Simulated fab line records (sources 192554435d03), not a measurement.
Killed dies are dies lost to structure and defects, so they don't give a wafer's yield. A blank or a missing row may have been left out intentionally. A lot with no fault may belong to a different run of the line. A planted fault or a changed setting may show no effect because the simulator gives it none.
Which tool is to blame? :: flow n5_finfet :: route of 1938 steps, sampled at 1 step: 12 lots, 36 wafers

## WHAT THE GAUGES SHOWED, per wafer
N5_DUMMY_REMOVAL_INSPECT_06: inspects for defects (brightfield).
lot: L075
measured: day 4 03:27
on: defect_inspect-01
raw_defect_count: 6 11 12

lot: L077
measured: day 4 15:07
on: defect_inspect-01
raw_defect_count: 15 16 13

lot: L079
measured: day 5 04:48
on: defect_inspect-02
raw_defect_count: 11 6 5

lot: L081
measured: day 5 16:52
on: defect_inspect-02
raw_defect_count: 9 11 20

lot: L083
measured: day 6 03:23
on: defect_inspect-01
raw_defect_count: 7 5 2

lot: L085
measured: day 6 17:05
on: defect_inspect-02
raw_defect_count: 17 6 26

lot: L087
measured: day 7 04:02
on: defect_inspect-01
raw_defect_count: 14 16 7

lot: L089
measured: day 7 20:08
on: defect_inspect-02
raw_defect_count: 16 4 11

lot: L091
measured: day 8 06:52
on: defect_inspect-01
raw_defect_count: 11 14 7

lot: L093
measured: day 8 15:17
on: defect_inspect-02
raw_defect_count: 12 10 8

lot: L095
measured: day 9 07:49
on: defect_inspect-01
raw_defect_count: 12 16 13

lot: L097
measured: day 9 18:02
on: defect_inspect-01
raw_defect_count: 10 8 7

## EACH LOT AND THE TOOL THAT RAN IT (in order: tool; ch and the chambers of the sampled wafers; start)
There is no process step in the record ahead of these readings.

## THE ANSWER, worked out from the rows above alone
Rule: usual is defined by the lots themselves. The widest of any qualifying gaps counts: lots, ordered by their means at a reading, are off when they make up no more than a third of the lots, leave a main group of 4 or more, and stand apart from it by 3 or more times the standard deviation of that group's means. If all means in a main group match to the digits the tables above print for the reading, that group is not used. Also off: a lot with no number at a reading for which 4 or more lots have one. Any other lot the step has rows for is counted as sound.
No lot is off on any of the readings shown, so nothing can be concluded from this.

## WHAT THE SIMULATOR PUT IN
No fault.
